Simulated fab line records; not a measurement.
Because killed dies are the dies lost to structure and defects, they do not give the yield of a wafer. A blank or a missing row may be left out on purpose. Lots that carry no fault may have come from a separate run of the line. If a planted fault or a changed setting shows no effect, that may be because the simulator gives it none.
fab line records	flow n5Finfet
record: lots: 7	wafers: 39
route steps=1938 shown BEOL_M2@857 BEOL_M3@980 BEOL_M4@1070
startH: start of the lot's first displayed wafer, in hours after the record's first day	waitH: hours from the lot's prior step to this one	" the same as in the row above	L1.1+2: a single row standing in for several wafers	- value missing, or start not given	* or withheld: withheld	< > ~ a bound
route shown NAME@n: names a module that has steps shown in the file, with the first one's number in the route	usual: mean and standard deviation over wafers with no fault	same: alike in all rows	chamber/n: place in a boat	sites: the reading at each site	_std_site: standard deviation across them	_edge_site: outer sites' mean less inner sites'	radiusMm: how far each site lies from the wafer's centre	mask NAME#n: copy n	behind: the last tool/chamber to shape the wafer	hold: reason for holding the lot/hours on hold/outcome of the hold	device: the n, p or np transistor that did not switch	end of line: the tests these same wafers got at the end of their route	a step given without rows: its recipe and nothing more	killed: dies lost to structure and defects at the first sort, not the wafer's yield	map: per-die view of a wafer (x killed, . not killed, _ where there is no die)
set.NAME: the setting that was run; set.NAME@STEP: the one run at that earlier step	model.NAME: the simulator's own value behind a step, which no gauge read
lots run with intentionally changed settings; tables by step, rows by wafer
== steps ==
step: N5_BEOL_M2_DESCUM_16
recipe: chemistry: O2	timeS: 7	sourcePowerW: 50	biasPowerW: 20	pressureMtorr: 20	rfFrequencyHz: 2.712e+07	tempC: 40	resist: CAR-EUV	o2FlowSccm: 225
lot.wafer	tool	chamber	startH	waitH	set.timeS	model.CAR-EUV_of_BEOL_M2_COAT_05.thkNm
L084.1+3	rieDiel-02	0,1	189.40	0.2	3.969	27.6
L084.2+6	"	3	"	"	7	26.2
L084.4	"	2	"	"	7	26
L084.5	"	2	"	"	3.969	27.4
L083.1+2+3+4+5+6	rieDiel-06	1,2,0,3,2,1	193.80	0.0	7	26.2
L085.1+3+6	rieDiel-01	1,3,1	199.89	0.0	7	26
L085.2	"	0	"	"	10.14	24.6
L085.4+5	"	0,3	"	"	10.14	24.4
L086.1+5	rieDiel-06	0,2	208.80	0.1	7	26.2
L086.2+3+4	"	1,2,3	"	"	3.8	27.8
L086.6	"	3	"	"	7	26.4
L091.1+3+6	rieDiel-06	0,2,1	238.66	0.2	7	26
L091.2+4	"	3,1	"	"	4.589	27.2
L091.5	"	0	"	"	4.589	27
L092.3+4	rieDiel-01	1,3	244.47	1.4	7	25.8
L092.5	"	1	"	"	7	26
L094.1+3+6	rieDiel-06	2,3,2	254.71	2.4	10.11	24.4
L094.2+4+5	"	0,1,3	"	"	7	26
step: N5_BEOL_M2_ETCH_74
recipe: chemistry: N2/H2	target: underlayer	targetDepthA: 65	maskMaterial: CAR-EUV	timeS: 5.2	ionEnergyEv: 200	pressureMtorr: 30	sourceW: 840	biasW: 150	n2FlowSccm: 200	h2FlowSccm: 200	ends: cleared
step: N5_BEOL_M2_ETCH_63
recipe: chemistry: CF4	target: SiARC	targetDepthA: 156	maskMaterial: CAR-EUV	timeS: 26	ionEnergyEv: 80	pressureMtorr: 40	sourceW: 545	biasW: 36	Ar_flow_sccm: 100	cf4FlowSccm: 100	ends: cleared
lot.wafer	tool	chamber	startH	waitH	set.timeS@BEOL_M2_DESCUM_16	model.BEOL_M2.cdOffsetNm
L084.1+3	rieDiel-02	0,1	189.45	0.0	3.969	-0.2
L084.2+4+6	"	3,2,3	"	"	7	0.2
L084.5	"	2	"	"	3.969	0
L083.1+2+6	rieDiel-06	1,2,1	193.85	0.0	7	0
L083.3+4+5	"	0,3,2	"	"	7	-0.2
L085.1	rieDiel-01	1	199.94	0.0	7	0.2
L085.2+4+5	"	0,0,3	"	"	10.14	0.4
L085.3+6	"	3,1	"	"	7	0
L086.1+5+6	rieDiel-06	0,2,3	208.85	0.0	7	0
L086.2+3+4	"	1,2,3	"	"	3.8	-0.4
L091.1+6	rieDiel-06	0,1	238.71	0.0	7	0.2
L091.2+4	"	3,1	"	"	4.589	-0.2
L091.3	"	2	"	"	7	0
L091.5	"	0	"	"	4.589	-0.4
L092.3+5	rieDiel-01	1	244.52	0.0	7	0.2
L092.4	"	3	"	"	7	-0.2
L094.1+3+6	rieDiel-06	2,3,2	254.76	0.0	10.11	0.6
L094.2	"	0	"	"	7	0.4
L094.4	"	1	"	"	7	0.2
L094.5	"	3	"	"	7	0
step: N5_BEOL_M3_TRENCH_ETCH_37
recipe: chemistry: C4F6/O2	targetDepthA: 555.55	target: SiOC	timeS: 29.2	ionEnergyEv: 250	pressureMtorr: 30	sourceW: 355	biasW: 185	Ar_flow_sccm: 300	C4F6_flow_sccm: 10	O2_flow_sccm: 10
lot.wafer	tool	chamber	startH	waitH	set.timeS	model.etch.depthNm	model.BEOL_M3.featureDepthNm	model.TiN_of_BEOL_M3_HM_DEP_02.thkNm
L084.1	rieDiel-03	2	-	-	12.84	24.41	24.4	18.6
L084.2	"	3	"	"	29.2	56.98	57	17.4
L084.3	"	0	"	"	29.2	55.18	55.2	17.8
L084.4	"	1	"	"	12.84	24.34	24.4	18.8
L084.5	"	1	"	"	12.84	24.26	24.2	18.6
L084.6	"	0	"	"	29.2	55.56	55.6	17.6
L083.1	rieDiel-03	2	-	-	29.2	55.21	55.2	17.8
L083.2	"	0	"	"	29.2	55.2	55.2	17.8
L083.3	"	3	"	"	29.2	55.91	56	17.8
L083.4	"	1	"	"	29.2	54.88	54.8	17.8
L083.5	"	3	"	"	29.2	56.25	56.2	17.6
L083.6	"	0	"	"	29.2	55.06	55	17.8
L085.1	rieDiel-05	3	-	-	29.2	54.85	54.8	18
L085.2	"	2	"	"	39.64	76.27	76.2	16.8
L085.3	"	1	"	"	39.64	77.88	77.8	16.8
L085.4	"	0	"	"	39.64	77.49	77.4	16.6
L085.5	"	0	"	"	29.2	56.87	56.8	17.6
L085.6	"	3	"	"	29.2	55.18	55.2	17.6
L086.1	rieDiel-03	0	-	-	43.67	82	82	16.6
L086.2	"	2	"	"	43.67	82.65	82.6	16.2
L086.3	"	3	"	"	29.2	55.9	55.8	17.4
L086.4	"	1	"	"	43.67	81.86	81.8	16.2
L086.5	"	1	"	"	29.2	55.08	55	17.2
L086.6	"	2	"	"	29.2	55.47	55.4	17.6
L091.1	rieDiel-04	3	-	-	40.76	78.14	78.2	16.8
L091.2	"	1	"	"	40.76	77.83	77.8	16.8
L091.3	"	2	"	"	29.2	55.4	55.4	17.8
L091.4	"	0	"	"	40.76	75.67	75.6	16.8
L091.5	"	0	"	"	29.2	54.17	54.2	17.8
L091.6	"	3	"	"	29.2	55.32	55.4	17.8
L092.3	rieDiel-05	1	-	-	29.2	56.73	56.8	17.4
L092.4	"	1	"	"	29.2	56.95	57	17.2
L092.5	"	2	"	"	29.2	55.77	55.8	17.4
L094.1	rieDiel-03	2	-	-	24.61	46.75	46.8	18.2
L094.2	"	1	"	"	24.61	46.5	46.6	18
L094.3	"	3	"	"	29.2	56.01	56	17.6
L094.4	"	1	"	"	29.2	55.06	55	17.8
L094.5	"	3	"	"	29.2	56.36	56.4	17.6
L094.6	"	2	"	"	24.61	46.22	46.2	18.2
step: N5_BEOL_M3_ETCH_41
recipe: chemistry: CH3F/O2	target: SiCN	targetDepthA: 299	taperDeg: 2	timeS: 52.5	ionEnergyEv: 120	maskMaterial: TiN	pressureMtorr: 30	sourceW: 395	biasW: 75	Ar_flow_sccm: 150	CH3F_flow_sccm: 30	O2_flow_sccm: 20
step: N5_BEOL_M3_STRIP_97
recipe: chemistry: N2/H2	timeS: 10	powerW: 450	tempC: 40	pressureMtorr: 20	rfFrequencyHz: 6e+07	biasPowerW: 7	n2FlowSccm: 200	h2FlowSccm: 200
step: N5_BEOL_M3_OCD_MEAS_38
usual: trenchDepthNm: 55.6/0.89
lot.wafer	tool	chamber	startH	waitH	set.timeS@BEOL_M3_TRENCH_ETCH_37	trenchDepthNm
L084.1	ocd-02	-	201.73	-	12.84	24.4
L084.2	"	-	"	"	29.2	56.6
L084.3	"	-	"	"	29.2	55.0
L084.4	"	-	"	"	12.84	24.3
L084.5	"	-	"	"	12.84	24.0
L084.6	"	-	"	"	29.2	55.4
L083.1	ocd-02	-	211.70	-	29.2	55.7
L083.2	"	-	"	"	29.2	55.1
L083.3	"	-	"	"	29.2	55.7
L083.4	"	-	"	"	29.2	54.6
L083.5	"	-	"	"	29.2	56.5
L083.6	"	-	"	"	29.2	54.8
L085.1	ocd-02	-	218.93	-	29.2	55.0
L085.2	"	-	"	"	39.64	76.5
L085.3	"	-	"	"	39.64	77.8
L085.4	"	-	"	"	39.64	77.7
L085.5	"	-	"	"	29.2	56.9
L085.6	"	-	"	"	29.2	55.0
L086.1	ocd-01	-	222.33	-	43.67	81.7
L086.2	"	-	"	"	43.67	82.7
L086.3	"	-	"	"	29.2	55.3
L086.4	"	-	"	"	43.67	82.3
L086.5	"	-	"	"	29.2	54.9
L086.6	"	-	"	"	29.2	55.1
L091.1	ocd-02	-	256.08	-	40.76	78.2
L091.2	"	-	"	"	40.76	78.6
L091.3	"	-	"	"	29.2	55.1
L091.4	"	-	"	"	40.76	75.4
L091.5	"	-	"	"	29.2	54.4
L091.6	"	-	"	"	29.2	55.3
L092.3	ocd-01	-	262.21	-	29.2	56.7
L092.4	"	-	"	"	29.2	57.0
L092.5	"	-	"	"	29.2	55.7
L094.1	ocd-01	-	278.98	-	24.61	46.5
L094.2	"	-	"	"	24.61	46.5
L094.3	"	-	"	"	29.2	56.1
L094.4	"	-	"	"	29.2	55.1
L094.5	"	-	"	"	29.2	56.2
L094.6	"	-	"	"	24.61	46.6
step: N5_BEOL_M4_TRENCH_ETCH_37
recipe: chemistry: C4F6/O2	targetDepthA: 555.55	target: SiOC	timeS: 29.2	ionEnergyEv: 250	pressureMtorr: 30	sourceW: 355	biasW: 185	Ar_flow_sccm: 300	C4F6_flow_sccm: 10	O2_flow_sccm: 10
lot.wafer	tool	chamber	startH	waitH	set.targetDepthA	model.BEOL_M4.featureDepthNm	model.etch.depthNm	model.TiN_of_BEOL_M4_HM_DEP_02.thkNm
L084.1	rieDiel-06	0	-	-	555.55	56.4	56.33	17.8
L084.2	"	3	"	"	443.1	44.6	44.53	18.2
L084.3	"	1	"	"	555.55	55.2	55.28	17.8
L084.4	"	2	"	"	555.55	56	56.09	17.6
L084.5	"	0	"	"	443.1	44.8	44.87	18.4
L084.6	"	1	"	"	443.1	44.2	44.13	18.2
L083.1	rieDiel-06	1	-	-	555.55	54.8	54.76	18
L083.2	"	2	"	"	555.55	55.8	55.73	17.8
L083.3	"	3	"	"	555.55	55	55.08	18
L083.4	"	0	"	"	555.55	56	55.95	17.8
L083.5	"	1	"	"	555.55	54.6	54.63	17.8
L083.6	"	0	"	"	555.55	55.6	55.67	17.8
L085.1	rieDiel-06	3	-	-	881.3	87.6	87.66	16
L085.2	"	2	"	"	881.3	88	88.06	16.4
L085.3	"	1	"	"	555.55	55	55.01	17.6
L085.4	"	0	"	"	555.55	55.8	55.88	17.4
L085.5	"	0	"	"	881.3	88.8	88.74	16.2
L085.6	"	3	"	"	555.55	55	55.02	17.6
L086.1	rieDiel-01	3	-	-	286.3	28.2	28.28	18.8
L086.2	"	1	"	"	555.55	55.2	55.11	17.8
L086.3	"	0	"	"	555.55	54	53.98	17.8
L086.4	"	1	"	"	286.3	28.4	28.34	18.6
L086.5	"	3	"	"	555.55	55.2	55.26	17.6
L086.6	"	0	"	"	286.3	27.8	27.81	19
L091.1	rieDiel-02	2	-	-	353.8	35.6	35.65	18.4
L091.2	"	0	"	"	555.55	56.4	56.37	17.2
L091.3	"	1	"	"	555.55	55.4	55.46	17.6
L091.4	"	3	"	"	555.55	55.2	55.13	17.2
L091.5	"	3	"	"	353.8	34.8	34.86	18.4
L091.6	"	0	"	"	353.8	36.2	36.2	18.4
L092.3	rieDiel-02	1	-	-	555.55	55.4	55.43	17.2
L092.4	"	2	"	"	555.55	55.2	55.23	17.4
L092.5	"	1	"	"	555.55	54.8	54.89	17.2
L094.1	rieDiel-01	3	-	-	555.55	55.4	55.49	17.6
L094.2	"	2	"	"	655.1	65.4	65.47	17
L094.3	"	1	"	"	655.1	64.6	64.54	17
L094.4	"	0	"	"	555.55	53.6	53.64	17.2
L094.5	"	2	"	"	655.1	66.2	66.27	17
L094.6	"	1	"	"	555.55	55	55.07	17.2
step: N5_BEOL_M4_ETCH_41
recipe: chemistry: CH3F/O2	target: SiCN	targetDepthA: 299	taperDeg: 2	timeS: 52.5	ionEnergyEv: 120	maskMaterial: TiN	pressureMtorr: 30	sourceW: 395	biasW: 75	Ar_flow_sccm: 150	CH3F_flow_sccm: 30	O2_flow_sccm: 20
step: N5_BEOL_M4_STRIP_97
recipe: chemistry: N2/H2	timeS: 10	powerW: 450	tempC: 40	pressureMtorr: 20	rfFrequencyHz: 6e+07	biasPowerW: 7	n2FlowSccm: 200	h2FlowSccm: 200
step: N5_BEOL_M4_OCD_MEAS_38
usual: trenchDepthNm: 55.5/0.77
lot.wafer	tool	chamber	startH	waitH	set.targetDepthA@BEOL_M4_TRENCH_ETCH_37	trenchDepthNm
L084.1	ocd-02	-	214.93	-	555.55	56.4
L084.2	"	-	"	"	443.1	44.6
L084.3	"	-	"	"	555.55	54.9
L084.4	"	-	"	"	555.55	56.2
L084.5	"	-	"	"	443.1	45.3
L084.6	"	-	"	"	443.1	43.6
L083.1	ocd-02	-	229.07	-	555.55	54.5
L083.2	"	-	"	"	555.55	55.9
L083.3	"	-	"	"	555.55	55.4
L083.4	"	-	"	"	555.55	56.3
L083.5	"	-	"	"	555.55	54.9
L083.6	"	-	"	"	555.55	55.2
L085.1	ocd-01	-	237.87	-	881.3	87.7
L085.2	"	-	"	"	881.3	87.9
L085.3	"	-	"	"	555.55	54.6
L085.4	"	-	"	"	555.55	56.0
L085.5	"	-	"	"	881.3	89.0
L085.6	"	-	"	"	555.55	54.7
L086.1	ocd-02	-	238.89	-	286.3	28.0
L086.2	"	-	"	"	555.55	55.5
L086.3	"	-	"	"	555.55	53.9
L086.4	"	-	"	"	286.3	28.3
L086.5	"	-	"	"	555.55	55.3
L086.6	"	-	"	"	286.3	28.1
L091.1	ocd-02	-	265.73	-	353.8	35.6
L091.2	"	-	"	"	555.55	56.4
L091.3	"	-	"	"	555.55	56.0
L091.4	"	-	"	"	555.55	55.2
L091.5	"	-	"	"	353.8	34.4
L091.6	"	-	"	"	353.8	36.2
L092.3	ocd-01	-	273.90	-	555.55	55.6
L092.4	"	-	"	"	555.55	54.9
L092.5	"	-	"	"	555.55	54.9
L094.1	ocd-02	-	289.53	-	555.55	56.0
L094.2	"	-	"	"	655.1	65.6
L094.3	"	-	"	"	655.1	64.7
L094.4	"	-	"	"	555.55	53.4
L094.5	"	-	"	"	655.1	66.0
L094.6	"	-	"	"	555.55	54.8
step: N5_BEOL_M4_HM_STRIP_39
recipe: chemistry: peroxideTinStrip	material: TiN	targetDepthA: 250	tempC: 50	timeS: 158
step: N5_BEOL_M4_SRD_40
recipe: timeS: 30	tempC: 23	rinseLiquid: diw	dry: ipaMarangoni
step: N5_BEOL_M4_ECD_50
recipe: material: Cu	targetThkA: 3000
step: N5_BEOL_M4_ANNEAL_51
recipe: tempC: 225	timeS: 90	ambient: N2
step: N5_BEOL_M4_CMP_52
recipe: stopOn: SiOC	tOverpolishS: 6.8	downForcePsi: 1	platenRpm: 50	clearingPlatenDownForcePsi: 1.5	clearingPlatenRpm: 50	postCmpClean: cuAlkaline	targetThkNm: 40	clearingPlatenPadVelocityMS: 0.99484	padVelocityMS: 0.99484
lot.wafer	tool	chamber	startH	waitH	set.targetDepthA@BEOL_M4_TRENCH_ETCH_37	model.Cu_of_BEOL_M4_ECD_50.thkNm
L084.4	cmp-02	3	218.10	0.1	555.55	41.2
L084.1	"	0	"	"	555.55	40.2
L084.3	"	1	"	"	555.55	38.2
L084.2	"	2	"	"	443.1	28.8
L084.6	"	3	"	"	443.1	28
L084.5	"	0	"	"	443.1	29.4
L083.3	cmp-04	0	233.27	0.2	555.55	39
L083.1+5	"	1	"	"	555.55	38
L083.2	"	2	"	"	555.55	39.6
L083.4	"	3	"	"	555.55	41.2
L083.6	"	0	"	"	555.55	40.6
L085.3	cmp-04	2	241.37	0.2	555.55	38.4
L085.4	"	3	"	"	555.55	40.8
L085.1	"	0	"	"	881.3	72.2
L085.2	"	1	"	"	881.3	72
L085.5	"	2	"	"	881.3	72.8
L085.6	"	3	"	"	555.55	40.6
L086.2	cmp-02	2	243.23	0.2	555.55	39.6
L086.4+1	"	3,0	"	"	286.3	13
L086.3	"	1	"	"	555.55	38
L086.5	"	2	"	"	555.55	40.6
L086.6	"	3	"	"	286.3	12.8
L091.3	cmp-04	0	269.55	0.2	555.55	39.6
L091.2	"	1	"	"	555.55	39
L091.4	"	2	"	"	555.55	38.6
L091.1+6	"	3,0	"	"	353.8	20.2
L091.5	"	1	"	"	353.8	18
L092.3	cmp-04	2	277.39	0.2	555.55	40.8
L092.4	"	3	"	"	555.55	39.6
L092.5	"	1	"	"	555.55	40.2
L094.2	cmp-02	1	293.87	0.2	655.1	49.2
L094.1	"	2	"	"	555.55	39.8
L094.4	"	3	"	"	555.55	38.2
L094.3	"	0	"	"	655.1	47.8
L094.6	"	1	"	"	555.55	39.4
L094.5	"	2	"	"	655.1	50.2
step: N5_BEOL_M4_THK_MEAS_53
recipe: thkMeasGauge: xrf	reads: Cu_of_BEOL_M4_ECD_50
usual: M4_THK: 39.9/1.2
lot.wafer	tool	chamber	startH	waitH	set.targetDepthA@BEOL_M4_TRENCH_ETCH_37	M4_THK[nm]
L084.1	filmMetro-01	-	218.39	-	555.55	40.1
L084.2	"	-	"	"	443.1	28.7
L084.3	"	-	"	"	555.55	38.2
L084.4	"	-	"	"	555.55	41.1
L084.5	"	-	"	"	443.1	29.4
L084.6	"	-	"	"	443.1	28.1
L083.1	filmMetro-01	-	233.56	-	555.55	38.4
L083.2	"	-	"	"	555.55	39.8
L083.3	"	-	"	"	555.55	39.5
L083.4	"	-	"	"	555.55	41.3
L083.5	"	-	"	"	555.55	38.3
L083.6	"	-	"	"	555.55	41.0
L085.1	filmMetro-01	-	241.67	-	881.3	72.6
L085.2	"	-	"	"	881.3	72.2
L085.3	"	-	"	"	555.55	38.7
L085.4	"	-	"	"	555.55	41.1
L085.5	"	-	"	"	881.3	73.0
L085.6	"	-	"	"	555.55	40.8
L086.1	filmMetro-02	-	243.52	-	286.3	13.0
L086.2	"	-	"	"	555.55	39.6
L086.3	"	-	"	"	555.55	38.4
L086.4	"	-	"	"	286.3	13.2
L086.5	"	-	"	"	555.55	40.8
L086.6	"	-	"	"	286.3	12.9
L091.1	filmMetro-02	-	269.84	-	353.8	20.2
L091.2	"	-	"	"	555.55	39.1
L091.3	"	-	"	"	555.55	39.6
L091.4	"	-	"	"	555.55	38.8
L091.5	"	-	"	"	353.8	18.0
L091.6	"	-	"	"	353.8	20.2
L092.3	filmMetro-02	-	277.61	-	555.55	41.0
L092.4	"	-	"	"	555.55	39.5
L092.5	"	-	"	"	555.55	40.0
L094.1	filmMetro-02	-	294.17	-	555.55	39.8
L094.2	"	-	"	"	655.1	49.0
L094.3	"	-	"	"	655.1	47.6
L094.4	"	-	"	"	555.55	38.3
L094.5	"	-	"	"	655.1	49.9
L094.6	"	-	"	"	555.55	39.3
step: N5_BEOL_M4_PRE_CLEAN_60
recipe: gas: NH3/H2	timeS: 15	tempC: *	rfPowerW: 300
step: N5_BEOL_M4_CO_CAP_55
recipe: material: Co	targetThkA: 20	tempC: 200	precursor: CCTBA/H2	pressureTorr: 30	timeS: 102.1
step: N5_BEOL_M4_PRE_CLEAN_56
recipe: gas: NH3	timeS: 15	tempC: withheld	rfPowerW: 300
step: N5_BEOL_M4_DEP_57
recipe: material: SiCN	targetThkA: 80	tempC: withheld	precursor: 3MS/NH3	pressureTorr: 3	rfW: 202	timeS: 14
step: N5_BEOL_M4_RS_MEAS_58
recipe: thkMeasGauge: four-point-probe	reads: Co_of_BEOL_M4_CO_CAP_55+Cu_of_BEOL_M4_ECD_50+Co_of_BEOL_M4_CVD_47+TaN_of_BEOL_M4_ALD_84
usual: M4_RS: 0.672/0.027
lot.wafer	tool	chamber	startH	waitH	set.targetDepthA@BEOL_M4_TRENCH_ETCH_37	M4_RS[ohm/sq]
L084.1	filmMetro-02	-	218.68	0.1	555.55	0.665
L084.2	"	-	"	"	443.1	1.033
L084.3	"	-	"	"	555.55	0.710
L084.4	"	-	"	"	555.55	0.644
L084.5	"	-	"	"	443.1	1.003
L084.6	"	-	"	"	443.1	1.068
L083.1	filmMetro-01	-	233.82	0.0	555.55	0.714
L083.2	"	-	"	"	555.55	0.682
L083.3	"	-	"	"	555.55	0.691
L083.4	"	-	"	"	555.55	0.646
L083.5	"	-	"	"	555.55	0.715
L083.6	"	-	"	"	555.55	0.658
L085.1	filmMetro-02	-	241.93	0.0	881.3	0.322
L085.2	"	-	"	"	881.3	0.323
L085.3	"	-	"	"	555.55	0.702
L085.4	"	-	"	"	555.55	0.650
L085.5	"	-	"	"	881.3	0.319
L085.6	"	-	"	"	555.55	0.655
L086.1	filmMetro-01	-	243.79	0.0	286.3	3.112
L086.2	"	-	"	"	555.55	0.675
L086.3	"	-	"	"	555.55	0.713
L086.4	"	-	"	"	286.3	3.091
L086.5	"	-	"	"	555.55	0.654
L086.6	"	-	"	"	286.3	3.201
L091.1	filmMetro-02	-	270.10	0.0	353.8	1.668
L091.2	"	-	"	"	555.55	0.693
L091.3	"	-	"	"	555.55	0.680
L091.4	"	-	"	"	555.55	0.698
L091.5	"	-	"	"	353.8	1.968
L091.6	"	-	"	"	353.8	1.673
L092.3	filmMetro-01	-	277.90	0.1	555.55	0.651
L092.4	"	-	"	"	555.55	0.677
L092.5	"	-	"	"	555.55	0.667
L094.1	filmMetro-02	-	294.45	0.0	555.55	0.673
L094.2	"	-	"	"	655.1	0.514
L094.3	"	-	"	"	655.1	0.530
L094.4	"	-	"	"	555.55	0.708
L094.5	"	-	"	"	655.1	0.501
L094.6	"	-	"	"	555.55	0.682
== key ==
split: step: N5_BEOL_M2_DESCUM_16	setting: timeS	stated: 7	by: wafer
response: step: N5_BEOL_M2_DESCUM_16	reading: model.CAR-EUV_of_BEOL_M2_COAT_05.thkNm	change: -0.0339	per: 1%	r: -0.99
response: step: N5_BEOL_M2_ETCH_63	reading: model.BEOL_M2.cdOffsetNm	change: +0.00867	per: 1%	r: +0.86
split: step: N5_BEOL_M3_TRENCH_ETCH_37	setting: timeS	stated: 29.2	by: wafer
response: step: N5_BEOL_M3_TRENCH_ETCH_37	reading: model.etch.depthNm	change: +0.563	per: 1%	r: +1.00
response: step: N5_BEOL_M3_TRENCH_ETCH_37	reading: model.BEOL_M3.featureDepthNm	change: +0.563	per: 1%	r: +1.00
response: step: N5_BEOL_M3_TRENCH_ETCH_37	reading: model.TiN_of_BEOL_M3_HM_DEP_02.thkNm	change: -0.0225	per: 1%	r: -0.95
response: step: N5_BEOL_M3_OCD_MEAS_38	reading: trenchDepthNm	change: +0.566	per: 1%	r: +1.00
split: step: N5_BEOL_M4_TRENCH_ETCH_37	setting: targetDepthA	stated: 555.55	by: wafer
response: step: N5_BEOL_M4_TRENCH_ETCH_37	reading: model.BEOL_M4.featureDepthNm	change: +0.558	per: 1%	r: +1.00
response: step: N5_BEOL_M4_TRENCH_ETCH_37	reading: model.etch.depthNm	change: +0.557	per: 1%	r: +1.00
response: step: N5_BEOL_M4_TRENCH_ETCH_37	reading: model.TiN_of_BEOL_M4_HM_DEP_02.thkNm	change: -0.0237	per: 1%	r: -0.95
response: step: N5_BEOL_M4_OCD_MEAS_38	reading: trenchDepthNm	change: +0.562	per: 1%	r: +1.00
response: step: N5_BEOL_M4_CMP_52	reading: model.Cu_of_BEOL_M4_ECD_50.thkNm	change: +0.548	per: 1%	r: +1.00
response: step: N5_BEOL_M4_THK_MEAS_53	reading: M4_THK	change: +0.549	per: 1%	r: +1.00
response: step: N5_BEOL_M4_RS_MEAS_58	reading: M4_RS	shape: bent	atLowest: 3.134	atStated: 0.679	atHighest: 0.322
